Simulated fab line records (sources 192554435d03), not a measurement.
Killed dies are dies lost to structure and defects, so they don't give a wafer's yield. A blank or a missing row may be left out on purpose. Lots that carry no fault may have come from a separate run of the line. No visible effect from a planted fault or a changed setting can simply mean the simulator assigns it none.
fab line records	flow n5Finfet
record: lots: 6	wafers: 18	lastDay: 18
route steps=1938 shown BEOL_M8@1357 PASSIVATION@1936
lots that met no fault: from a run of the same line without faults
startH: the number of hours between the record's first day and the start of the first shown wafer of the lot	waitH: time in hours since the lot's previous step	" repeats the value in the row above	L1.1+2: one row covering several wafers at once	- no value, or no start given	* or withheld: withheld	< > ~ a bound
route shown NAME@n: NAME is a module with steps in the file, n the number in the route of the first one	usual: average and standard deviation across the fault-free wafers	same: alike in all rows	chamber/n: place in a boat	sites: each site's reading	_std_site: how widely they spread, as a standard deviation	_edge_site: mean of outer sites minus mean of inner sites	radiusMm: for every site, how far away it sits from the centre of the wafer	mask NAME#n: copy n	behind: the tool/chamber that last shaped the wafer	hold: the reason the lot was held/the length of the hold in hours/how it ended	device: the n, p or np transistor that did not switch	end of line: the route-end tests of the same wafers	step lacking rows: just its recipe	killed: dies that structure and defects cost at the first sort, which is not the same as the wafer's yield	map: dies across one wafer; x = killed, . = not, _ = none there
set.NAME: the setting that was run; set.NAME@STEP: the one run at that earlier step	model.NAME: the simulator's own value behind a step, which no gauge read
lots at selected steps of the route; one table per step, one row per wafer
services: a tool's chamber out of use, with start hour (startH, from the record's first day; less than 0 if before it), hours out, and reason
== steps ==
step: N5_BEOL_M8_COAT_64
recipe: resist: SiARC	tempC: 220	timeS: 60	spinRpm: 1500	resistThkNm: 12
step: N5_BEOL_M8_COAT_71
recipe: resist: underlayer	tempC: 205	timeS: 60	spinRpm: 1500	resistThkNm: 5
step: N5_BEOL_M8_COAT_22
recipe: resist: CAR-EUV	spinRpm: 1500	resistThkNm: 30
step: N5_BEOL_M8_EBR_24
recipe: solvent: PGMEA	ebrWidthMm: 1.5
step: N5_BEOL_M8_SOFTBAKE_23
recipe: tempC: 110	timeS: 60	resist: CAR-EUV
step: N5_BEOL_M8_EXPOSE_25
recipe: maskId: V7	na: 0.33	sourceShape: annular	sigmaInner: 0.4	sigmaOuter: 0.8	polarization: unpolarized	targetCdNm: 40	doseMj: 42.5
step: N5_BEOL_M8_PEB_26
recipe: pebTempC: 100	pebTimeS: 60	resist: CAR-EUV
step: N5_BEOL_M8_DEVELOP_27
recipe: developTimeS: 30	developer: TMAH	resist: CAR-EUV	rinseLiquid: surfactantRinse	dry: airSpin	devTempC: 23
step: N5_BEOL_M8_CD_MEAS_28
recipe: targetCdNm: 40	landingEnergyEv: 500	detector: seInlens
usual: cdNm: 39.99/0.25
same: landingEnergyEv: 500
lot.wafer	tool	chamber	startH	waitH	cdNm
L810.4	cdSem-03	0	229.61	-	39.87
L810.5	"	0	"	"	39.92
L810.6	"	0	"	"	40.09
L820.1	cdSem-02	0	268.10	-	40.06
L820.2	"	0	"	"	40.14
L820.4	"	0	"	"	40.35
L819.3	cdSem-03	0	276.05	-	39.70
L819.5	"	0	"	"	40.26
L819.6	"	0	"	"	39.90
L825.1	cdSem-01	0	330.60	-	40.48
L825.5	"	0	"	"	40.71
L825.6	"	0	"	"	40.24
L830.2	cdSem-01	0	347.42	-	40.31
L830.3	"	0	"	"	40.21
L830.5	"	0	"	"	40.01
L833.2	cdSem-01	0	365.62	-	40.10
L833.4	"	0	"	"	40.04
L833.5	"	0	"	"	40.27
step: N5_BEOL_M8_OVL_MEAS_29
recipe: pointsPerWafer: 522
usual: V7_OVL: 0.0/0.66
lot.wafer	tool	chamber	startH	waitH	V7_OVL[nm]
L810.4	overlay-01	0	229.66	0.0	-0.4
L810.5	"	0	"	"	0.5
L810.6	"	0	"	"	-0.9
L820.1	overlay-02	0	268.13	0.0	1.0
L820.2	"	0	"	"	0.5
L820.4	"	0	"	"	0.7
L819.3	overlay-01	0	276.09	0.0	-0.2
L819.5	"	0	"	"	-0.3
L819.6	"	0	"	"	-0.1
L825.1	overlay-02	0	330.63	0.0	-0.7
L825.5	"	0	"	"	0.0
L825.6	"	0	"	"	-0.4
L830.2	overlay-01	0	347.45	0.0	-1.0
L830.3	"	0	"	"	-0.5
L830.5	"	0	"	"	-0.1
L833.2	overlay-02	0	365.66	0.0	0.2
L833.4	"	0	"	"	1.1
L833.5	"	0	"	"	2.4
step: N5_BEOL_M8_INSPECT_30
recipe: mode: adi	inspectInstrument: brightfield
usual: rawDefectCount: 428/97
lot.wafer	tool	chamber	startH	waitH	rawDefectCount
L810.4	defectInspect-02	-	229.70	0.0	472
L810.5	"	-	"	"	276
L810.6	"	-	"	"	400
L820.1	defectInspect-02	-	268.19	0.1	425
L820.2	"	-	"	"	520
L820.4	"	-	"	"	555
L819.3	defectInspect-01	-	276.14	0.0	388
L819.5	"	-	"	"	339
L819.6	"	-	"	"	434
L825.1	defectInspect-01	-	330.68	0.1	389
L825.5	"	-	"	"	398
L825.6	"	-	"	"	340
L830.2	defectInspect-02	-	347.51	0.0	374
L830.3	"	-	"	"	444
L830.5	"	-	"	"	496
L833.2	defectInspect-01	-	365.71	0.0	426
L833.4	"	-	"	"	413
L833.5	"	-	"	"	631
step: N5_BEOL_M8_DESCUM_33
recipe: chemistry: O2	timeS: 7	sourcePowerW: 50	biasPowerW: 20	pressureMtorr: 20	rfFrequencyHz: 2.712e+07	tempC: 40	resist: CAR-EUV	o2FlowSccm: 225
usual: drypumpMotorCurrentA: 5.9/0.36	oesProductAu: 0.78/0.084	rfVppV: 243.0/1.3	showerheadPlenumPTorr: 2.08/0.062	throttleValvePct: 20.42/0.15
lot.wafer	tool	chamber	startH	waitH	drypumpMotorCurrentA	oesProductAu	rfHoursCounterH	rfVppV	showerheadPlenumPTorr	throttleValvePct
L810.4	rieDiel-04	2	230.14	0.4	6.5	0.70	206	242.4	2.06	20.53
L810.5	"	3	"	"	5.3	0.92	-	242.5	2.05	20.29
L810.6	"	2	"	"	6.5	0.69	-	242.8	2.06	20.54
L820.1	rieDiel-04	1	268.26	0.1	5.9	0.82	89	241.9	2.03	20.57
L820.2	"	0	"	"	5.9	0.87	43	242.7	2.04	20.19
L820.4	"	3	"	"	5.3	0.89	46	243.0	2.04	20.29
L819.3	rieDiel-04	2	276.68	0.5	6.5	0.69	218	243.1	2.05	20.55
L819.5	"	2	"	"	6.5	0.68	-	243.5	2.05	20.55
L819.6	"	3	"	"	5.3	0.88	-	241.8	2.04	20.31
L825.1	rieDiel-02	2	331.51	0.8	5.7	0.67	235	243.6	2.15	20.68
L825.5	"	2	"	"	5.7	0.66	-	243.5	2.15	20.68
L825.6	"	3	"	"	6.2	0.67	-	242.5	2.08	20.39
L830.2	rieDiel-04	2	347.54	0.0	6.5	0.67	242	242.9	2.04	20.59
L830.3	"	1	"	"	5.9	0.79	114	240.3	2.02	20.61
L830.5	"	1	"	"	5.9	0.79	-	240.9	2.02	20.61
L833.2	rieDiel-03	2	365.97	0.3	6.0	0.69	243	244.2	2.15	20.38
L833.4	"	1	"	"	6.1	0.81	77	243.9	2.14	20.54
L833.5	"	2	"	"	6.0	0.70	-	243.0	2.15	20.39
step: N5_BEOL_M8_ETCH_72
recipe: chemistry: N2/H2	target: underlayer	targetDepthA: 65	maskMaterial: CAR-EUV	timeS: 5.2	ionEnergyEv: 200	pressureMtorr: 30	sourceW: 840	biasW: 150	n2FlowSccm: 200	h2FlowSccm: 200	ends: cleared
usual: drypumpMotorCurrentA: 5.9/0.36	etchRfOnTimeS: 5.21/0.11	oesProductAu: 0.66/0.066	rfVppV: 523.5/2.3	showerheadPlenumPTorr: 2.53/0.071	throttleValvePct: 17.83/0.23
lot.wafer	tool	chamber	startH	waitH	drypumpMotorCurrentA	etchRfOnTimeS	oesProductAu	rfHoursCounterH	rfVppV	showerheadPlenumPTorr	throttleValvePct
L810.4	rieDiel-04	2	230.18	0.0	6.5	5.38	0.59	206	525.5	2.52	18.12
L810.5	"	3	"	"	5.3	5.16	0.76	-	523.1	2.48	17.78
L810.6	"	2	"	"	6.5	5.31	0.59	-	521.9	2.52	18.10
L820.1	rieDiel-04	1	268.29	0.0	5.9	5.28	0.69	89	521.3	2.47	18.04
L820.2	"	0	"	"	5.9	4.99	0.75	43	525.2	2.47	17.47
L820.4	"	3	"	"	5.3	8.56	0.57	46	522.9	2.48	17.77
L819.3	rieDiel-04	2	276.71	0.0	6.5	5.22	0.60	218	522.5	2.52	18.14
L819.5	"	2	"	"	6.5	5.18	0.59	-	523.5	2.52	18.10
L819.6	"	3	"	"	5.3	8.62	0.57	-	521.3	2.48	17.77
L825.1	rieDiel-02	2	331.54	0.0	5.7	5.33	0.57	235	525.3	2.61	18.22
L825.5	"	2	"	"	5.7	5.26	0.58	-	524.7	2.61	18.22
L825.6	"	3	"	"	6.3	5.08	0.60	-	522.2	2.50	17.69
L830.2	rieDiel-04	2	347.57	0.0	6.5	5.27	0.58	242	524.0	2.51	18.16
L830.3	"	1	"	"	5.9	5.30	0.67	114	522.5	2.46	18.06
L830.5	"	1	"	"	5.9	5.20	0.68	-	523.1	2.46	18.10
L833.2	rieDiel-03	2	366.01	0.0	6.0	5.34	0.58	243	525.7	2.61	17.80
L833.4	"	1	"	"	6.1	5.41	0.68	77	526.0	2.56	17.75
L833.5	"	2	"	"	6.0	5.36	0.58	-	523.5	2.61	17.81
step: N5_BEOL_M8_ETCH_65
recipe: chemistry: CF4	target: SiARC	targetDepthA: 156	maskMaterial: CAR-EUV	timeS: 26	ionEnergyEv: 80	pressureMtorr: 40	sourceW: 545	biasW: 36	Ar_flow_sccm: 100	cf4FlowSccm: 100	ends: cleared
usual: drypumpMotorCurrentA: 5.9/0.36	etchRfOnTimeS: 26.0/0.54	oesProductAu: 0.66/0.067	rfVppV: 183.9/1	showerheadPlenumPTorr: 2.13/0.058	throttleValvePct: 15.58/0.18
lot.wafer	tool	chamber	startH	waitH	drypumpMotorCurrentA	etchRfOnTimeS	oesProductAu	rfHoursCounterH	rfVppV	showerheadPlenumPTorr	throttleValvePct
L810.4	rieDiel-04	2	230.19	0.0	6.5	26.4	0.60	206	183.6	2.13	15.85
L810.5	"	3	"	"	5.3	25.3	0.77	-	183.6	2.10	15.40
L810.6	"	2	"	"	6.5	26.4	0.60	-	183.1	2.13	15.83
L820.1	rieDiel-04	1	268.31	0.0	5.9	25.9	0.70	89	183.7	2.07	15.70
L820.2	"	0	"	"	5.9	25.1	0.74	43	182.8	2.09	15.38
L820.4	"	3	"	"	5.3	25.8	0.74	46	183.5	2.09	15.44
L819.3	rieDiel-04	2	276.73	0.0	6.5	26.5	0.59	218	185.3	2.12	15.90
L819.5	"	2	"	"	6.5	26.7	0.59	-	183.4	2.12	15.88
L819.6	"	3	"	"	5.3	25.9	0.73	-	182.4	2.09	15.43
L825.1	rieDiel-02	2	331.56	0.0	5.7	26.5	0.57	235	185.3	2.20	15.83
L825.5	"	2	"	"	5.7	26.4	0.57	-	184.1	2.20	15.85
L825.6	"	3	"	"	6.3	25.1	0.60	-	182.7	2.11	15.51
L830.2	rieDiel-04	2	347.59	0.0	6.5	26.8	0.57	242	182.7	2.12	15.91
L830.3	"	1	"	"	5.9	26.1	0.67	114	183.9	2.06	15.75
L830.5	"	1	"	"	5.9	26.0	0.68	-	183.4	2.06	15.73
L833.2	rieDiel-03	2	366.02	0.0	6.0	26.4	0.58	243	184.1	2.19	15.61
L833.4	"	1	"	"	6.1	26.7	0.68	77	186.1	2.17	15.51
L833.5	"	2	"	"	6.0	26.4	0.59	-	184.5	2.19	15.61
step: N5_PASSIVATION_PROBE_49
usual: defectLimitedYield: 91.2/1.4	killed_at_M0_to_M3: 34/11	killed_at_M4_up: 14/6.3	killedAtContacts: 13/7.4	killedAtFrontEnd: 38/11	killedAtOther: 4.3/2.9	killedDies: 103/17	killedOpen: 68/12	killedShort: 34/8	sort_bin_5_function: 5.1/0.9	sort_bin_6_memory: 3.3/0.66	sortNPass: 1077/17	sortYieldPct: 91.2/1.4
same: grossDies: 1180	killedAtBackSide: 0	sort_bin_4_leakage[%]: 0	sort_bin_8_speed[%]: 0
lot.wafer	tool	chamber	startH	waitH	defectLimitedYield[%]	killed_at_M0_to_M3	killed_at_M4_up	killedAtContacts	killedAtFrontEnd	killedAtOther	killedDies	killedOpen	killedShort	sort_bin_5_function[%]	sort_bin_6_memory[%]	sortNPass	sortYieldPct[%]
L810.4	prober-01	-	295.14	0.2	92.8	23	9	11	29	13	85	57	28	3.9	3.2	1095	92.8
L810.5	prober-01	-	295.19	0.2	93.4	26	14	7	24	7	78	59	19	3.4	3.0	1102	93.4
L810.6	prober-01	-	295.24	0.3	92.1	33	15	13	30	2	93	66	27	4.5	3.2	1087	92.1
L820.1	prober-01	-	337.73	0.0	91.3	38	5	15	45	0	103	80	23	5.4	3.2	1077	91.3
L820.2	prober-01	-	337.78	0.1	91.1	50	10	12	31	2	105	64	40	4.9	3.8	1075	91.1
L820.4	prober-01	-	337.88	0.2	89.2	64	12	6	43	3	128	80	47	7.4	2.8	1052	89.2
L819.3	prober-02	-	346.06	0.1	91.5	37	12	19	31	1	100	65	33	4.9	3.3	1080	91.5
L819.5	prober-02	-	346.16	0.2	89.4	51	18	23	26	7	125	75	46	6.1	4.3	1055	89.4
L819.6	prober-02	-	346.21	0.3	92.2	33	19	8	27	5	92	59	33	4.1	3.4	1088	92.2
L830.2	prober-01	-	424.16	0.1	89.7	39	8	6	63	6	122	79	43	6.6	3.3	1058	89.7
L830.3	prober-01	-	424.21	0.1	89.3	39	24	14	47	2	126	80	44	6.1	3.7	1054	89.3
L830.5	prober-01	-	424.31	0.2	90.8	35	13	10	47	3	108	64	37	4.9	3.6	1072	90.8
killed by level:class
L810.4 STI_FIN_REVEAL:geometricParticle:open=11 MOL_CONTACT_COAG:geometricParticle:open=10 BEOL_M2:geometricParticle:open=6 FIN_SAQP:geometricParticle:open=4 BEOL_M0_SAQP:geometricParticle:short=4 PAD_METAL:geometricParticle:short=4 FIN_SAQP:geometricParticle:short=3 DUMMY_GATE:geometricParticle:open=3
L810.5 BEOL_M4:geometricParticle:open=12 STI_FIN_REVEAL:geometricParticle:open=9 BEOL_M2:geometricParticle:open=7 BEOL_M3:geometricParticle:open=7 MOL_CONTACT_COAG:geometricParticle:open=6 FIN_SAQP:geometricParticle:short=5 BEOL_M0:geometricParticle:open=5 DUMMY_GATE:geometricParticle:open=4
L810.6 BEOL_M1:geometricParticle:open=14 MOL_CONTACT_COAG:geometricParticle:open=12 FIN_SAQP:geometricParticle:short=11 STI_FIN_REVEAL:geometricParticle:open=6 BEOL_M4:geometricParticle:open=6 BEOL_M3:geometricParticle:open=5 STI_FIN_REVEAL:geometricParticle:short=4 BEOL_M2:geometricParticle:open=4
L820.1 FIN_SAQP:geometricParticle:open=15 MOL_CONTACT_COAG:geometricParticle:open=12 BEOL_M3:geometricParticle:open=11 BEOL_M0_SAQP:geometricParticle:open=9 BEOL_M1:geometricParticle:open=8 STI_FIN_REVEAL:geometricParticle:open=7 GATE_CUT:geometricParticle:short=6 BEOL_M0_SAQP:geometricParticle:short=5
L820.2 BEOL_M0_SAQP:geometricParticle:short=10 BEOL_M0_SAQP:geometricParticle:open=10 BEOL_M1:geometricParticle:open=9 MOL_CONTACT_COAG:geometricParticle:open=8 BEOL_M1:geometricParticle:short=7 BEOL_M3:geometricParticle:open=7 FIN_SAQP:geometricParticle:open=5 STI_FIN_REVEAL:geometricParticle:open=5
L820.4 BEOL_M0_SAQP:geometricParticle:short=17 BEOL_M0_SAQP:geometricParticle:open=13 STI_FIN_REVEAL:geometricParticle:open=12 BEOL_M4:geometricParticle:open=11 BEOL_M1:geometricParticle:open=8 BEOL_M3:geometricParticle:open=8 BEOL_M1:geometricParticle:short=7 GATE_CUT:geometricParticle:short=6
L819.3 BEOL_M0_SAQP:geometricParticle:open=17 MOL_CONTACT_COAG:geometricParticle:open=15 BEOL_M4:geometricParticle:open=9 FIN_SAQP:geometricParticle:open=8 BEOL_M0_SAQP:geometricParticle:short=8 FIN_SAQP:geometricParticle:short=5 DUMMY_GATE:geometricParticle:open=4 MOL_CONTACT_COAG:geometricParticle:short=4
L819.5 MOL_CONTACT_COAG:geometricParticle:open=20 BEOL_M2:geometricParticle:open=11 BEOL_M0_SAQP:geometricParticle:short=10 BEOL_M0_SAQP:geometricParticle:open=10 FIN_SAQP:geometricParticle:short=9 BEOL_M4:geometricParticle:open=9 BEOL_M2:geometricParticle:short=9 BEOL_M1:geometricParticle:open=8
L819.6 BEOL_M0_SAQP:geometricParticle:open=13 BEOL_M4:geometricParticle:open=9 FIN_SAQP:geometricParticle:open=6 MOL_CONTACT_COAG:geometricParticle:open=6 BEOL_M0_SAQP:geometricParticle:short=6 GATE_CUT:geometricParticle:short=4 BEOL_M2:geometricParticle:open=4 FIN_SAQP:geometricParticle:short=3
L830.2 FIN_SAQP:geometricParticle:open=14 FIN_SAQP:geometricParticle:short=11 BEOL_M1:geometricParticle:open=8 STI_FIN_REVEAL:geometricParticle:open=7 GATE_CUT:geometricParticle:short=7 BEOL_M0_SAQP:geometricParticle:open=7 BEOL_M2:geometricParticle:open=7 MOL_CONTACT_COAG:geometricParticle:open=6
L830.3 FIN_SAQP:geometricParticle:short=13 BEOL_M4:geometricParticle:open=12 MOL_CONTACT_COAG:geometricParticle:open=11 STI_FIN_REVEAL:geometricParticle:open=8 BEOL_M1:geometricParticle:open=8 BEOL_M0_SAQP:geometricParticle:open=7 BEOL_M0_SAQP:geometricParticle:short=7 FIN_SAQP:geometricParticle:open=5
L830.5 FIN_SAQP:geometricParticle:short=10 FIN_SAQP:geometricParticle:open=9 MOL_CONTACT_COAG:geometricParticle:open=9 BEOL_M1:geometricParticle:open=8 HKMG_FIN:areaEtch=7 BEOL_M1:geometricParticle:short=6 BEOL_M3:geometricParticle:open=6 BEOL_M4:geometricParticle:open=6
== services ==
tool	chamber	startH	hours	kind
rieDiel-03	2	220.87	7.1	repair
rieDiel-04	-	222.30	2.8	pm
rieDiel-04	2	258.80	4.2	repair
rieDiel-02	0	264.33	-	clean
rieDiel-02	0	264.33	-	consumableReplace:focusRing
rieDiel-02	0	264.33	21.2	scheduledDown
rieDiel-02	0	264.33	21.2	ventCycle
rieDiel-03	-	288.99	0.2	repair
rieDiel-02	2	291.05	9.1	repair
rieDiel-02	3	362.30	-	clean
rieDiel-02	3	362.30	-	consumableReplace:focusRing
rieDiel-02	3	362.30	17.7	scheduledDown
rieDiel-02	3	362.30	17.7	ventCycle
== key ==
firstSign: step: N5_BEOL_M8_ETCH_72	reading: etchRfOnTimeS	direction: up	sigmas: 30	usual: *	struck: *
effect none on later readings
metAt N5_BEOL_M8_ETCH_72
struckWafers L819.6,L820.4
onsetBetween 230.18 268.29
fault: kind: processParameterDrift	tool: rieDiel-04	chamber: 3	onsetH: 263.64	steps: N5_BEOL_M8_ETCH_72	channel: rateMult	offset: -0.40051	shape: step	endH: 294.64
